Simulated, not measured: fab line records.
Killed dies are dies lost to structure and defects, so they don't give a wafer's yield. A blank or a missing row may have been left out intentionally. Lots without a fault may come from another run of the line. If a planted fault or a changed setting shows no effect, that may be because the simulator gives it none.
Chamber matching + flow n5_finfet + N5_HKMG_FIN_ALD_74 on ald_hk-01: 4 sister chambers
The step deposits La2O3, target thk 0.5 nm, pulse time 6 s, co reactant pulse time 1 s. 7 wafers are shown with their chamber, then 9 later ones without.

== WAFERS PAIRED WITH THEIR CHAMBERS ==
| wafer  | chamber | heater_power_w (W) | precursor_pulse_height_rel |
|--------|---------|--------------------|----------------------------|
| L085.5 | 0       | 345                | 1.004                      |
| L086.1 | 3       | 409                | 0.975                      |
| L086.2 | 0       | 334                | 1.012                      |
| L086.6 | 2       | 364                | 0.997                      |
| L087.1 | 1       | 339                | 0.979                      |
| L087.5 | 2       | 372                | 0.982                      |
| L087.6 | 1       | 333                | 0.997                      |

== WAFERS WITH NO CHAMBER GIVEN ==
| wafer  | heater_power_w (W) | precursor_pulse_height_rel |
|--------|--------------------|----------------------------|
| L091.2 | 362                | 0.971                      |
| L091.3 | 335                | 0.986                      |
| L091.5 | 418                | 0.977                      |
| L092.1 | 362                | 1.021                      |
| L092.4 | 332                | 0.985                      |
| L092.6 | 351                | 0.954                      |
| L095.1 | 372                | 0.995                      |
| L095.5 | 419                | 0.995                      |
| L095.6 | 351                | 1.007                      |

== WHICH CHAMBER EACH WENT THROUGH ==
| wafer  | from the rows above          | in truth                   |
|--------|------------------------------|----------------------------|
| L091.2 | 2                            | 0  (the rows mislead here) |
| L091.3 | 1                            | 1                          |
| L091.5 | 3                            | 3                          |
| L092.1 | can't be placed: 2 or 0      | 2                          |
| L092.4 | can't be placed: 1 or 0      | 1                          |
| L092.6 | can't be placed: 1 or 2 or 0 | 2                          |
| L095.1 | 2                            | 2                          |
| L095.5 | 3                            | 3                          |
| L095.6 | can't be placed: 0 or 1 or 2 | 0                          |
Correctly placed: 4 of 9. Unplaceable from these rows: 4, with the true chamber sitting among the candidates in 4. 1 placed wrongly.
How it was worked out, from the rows above alone: a wafer's distance from a chamber is the root of the sum, over the readings, of the square of ((its reading less the chamber's mean) divided by the reading's scatter). The wafer belongs to the nearest chamber; if the next one is less than 2 further off, it can't be placed. Each chamber's mean is taken over the wafers shown for it. The scatter is the square root of a quotient: the sum, over the shown wafers, of each reading's squared deviation from its chamber's mean, divided by wafers minus chambers.
